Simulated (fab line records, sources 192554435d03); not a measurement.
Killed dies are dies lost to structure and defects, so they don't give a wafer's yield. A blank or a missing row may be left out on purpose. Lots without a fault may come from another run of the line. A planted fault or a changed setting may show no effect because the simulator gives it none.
Split-lot experiment | flow n5_finfet | 7 lots, 21 wafers read, on a route of 1938 steps

THE SPLIT
At N5_BEOL_M10_VIA_ETCH_34 (etches SiCOH lowk in C4F6/O2, target depth 184.5 nm, time 69.2 s), the setting time_s was moved away from the recipe's 69.2 s on 7 of the 21 wafers read, by +6.7% to +19.5%. The other wafers ran this setting at the recipe's value.

The reading is taken at the split's own step.

THE READING
SOC_of_BEOL_M10_COAT_63.thk_nm (the simulator's own value, which no gauge read), in nm, at N5_BEOL_M10_VIA_ETCH_34 (etches SiCOH lowk in C4F6/O2, target depth 184.5 nm, time 69.2 s). The file gives no usual value for it. The 14 wafers here that ran the recipe average 91.7 nm, standard deviation 0.26 nm.

wafer  | tool, chamber at the split | time_s as run, s | against the recipe | SOC_of_BEOL_M10_COAT_63.thk_nm, nm | against lot-mates on the recipe
L077.2 | rie_diel-01, 1             | 69.2             | recipe             | 92                                 | -
L077.4 | rie_diel-01, 3             | 69.2             | recipe             | 91.8                               | -
L077.6 | rie_diel-01, 1             | 69.2             | recipe             | 91.4                               | -
L081.2 | rie_diel-01, 1             | 69.2             | recipe             | 91.6                               | -
L081.5 | rie_diel-01, 1             | 69.2             | recipe             | 91.6                               | -
L081.6 | rie_diel-01, 0             | 69.2             | recipe             | 91.8                               | -
L082.4 | rie_diel-03, 1             | 69.2             | recipe             | 91.4                               | -
L082.5 | rie_diel-03, 1             | 69.2             | recipe             | 91.8                               | -
L082.6 | rie_diel-03, 0             | 69.2             | recipe             | 91.6                               | -
L087.1 | rie_diel-05, 0             | 74.06            | +7.0%              | 91.2                               | -0.6
L087.4 | rie_diel-05, 1             | 69.2             | recipe             | 91.8                               | -
L087.6 | rie_diel-05, 1             | 74.06            | +7.0%              | 91.2                               | -0.6
L086.1 | rie_diel-05, 2             | 77.5             | +12.0%             | 91.4                               | no lot-mate on the recipe
L086.3 | rie_diel-05, 3             | 77.5             | +12.0%             | 91.6                               | no lot-mate on the recipe
L086.6 | rie_diel-05, 2             | 77.5             | +12.0%             | 91.6                               | no lot-mate on the recipe
L090.2 | rie_diel-03, 2             | 82.72            | +19.5%             | 90.2                               | -1.4
L090.3 | rie_diel-03, 0             | 69.2             | recipe             | 91.6                               | -
L090.6 | rie_diel-03, 1             | 69.2             | recipe             | 91.6                               | -
L095.1 | rie_diel-05, 3             | 69.2             | recipe             | 92                                 | -
L095.3 | rie_diel-05, 0             | 69.2             | recipe             | 92.4                               | -
L095.4 | rie_diel-05, 0             | 73.83            | +6.7%              | 91.6                               | -0.6

THE FIT
A straight line over all 21 wafers: SOC_of_BEOL_M10_COAT_63.thk_nm changes by -0.0499 nm for each +1% of time_s; r = -0.69; the points scatter about the line by 0.31 nm.
The same after taking each lot's own level away (the mean of its wafers on the recipe; 18 wafers): -0.075 nm for each +1%; r = -0.93; scatter 0.16 nm.
On that fit, the largest move of time_s shifts the reading by 1.5 nm.
The lots' own levels span 91.60 to 92.20 nm, that is 2.3 times the standard deviation above.
So the lot-to-lot level blurs the effect unless lot-mates are compared.
Check: with one of the wafers moved furthest among these (+19.5%) left out of the fit, the line predicts -1.69 nm for it against its lot-mates. It came out at -1.4 nm against them.

OTHER SPLITS ON THESE WAFERS
These wafers also went through other splits before the reading. Each is held against what the fit with the lots' levels taken away leaves over:
other split on the same wafers   | wafers away from the commonest value | r with SOC_of_BEOL_M10_COAT_63.thk_nm (lot level and that fit taken away)
N5_BEOL_M7_VIA_ETCH_34 time_s    | 7                                    | +0.23
N5_BEOL_M7_TRENCH_ETCH_37 bias_w | 9                                    | +0.14
N5_BEOL_M8_DESCUM_33 time_s      | 11                                   | +0.24
N5_BEOL_M8_ETCH_65 source_w      | 6                                    | +0.52

THE WHOLE CHAIN: every reading that the file lists as answering this split, in the file's order
step                    | what it does                                                     | reading                                                                         | change (the file's fit)                | r (the file's)
N5_BEOL_M10_VIA_ETCH_34 | etches SiCOH lowk in C4F6/O2, target depth 184.5 nm, time 69.2 s | etch.depth_nm (the simulator's own value, which no gauge read)                  | +1.96 nm for each +1% of the setting   | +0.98
N5_BEOL_M10_VIA_ETCH_34 | etches SiCOH lowk in C4F6/O2, target depth 184.5 nm, time 69.2 s | SOC_of_BEOL_M10_COAT_63.thk_nm (the simulator's own value, which no gauge read) | -0.0748 nm for each +1% of the setting | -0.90

THE FILE'S OWN FIT
SOC_of_BEOL_M10_COAT_63.thk_nm changes by -0.0748 nm for each +1% of time_s, r = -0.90.
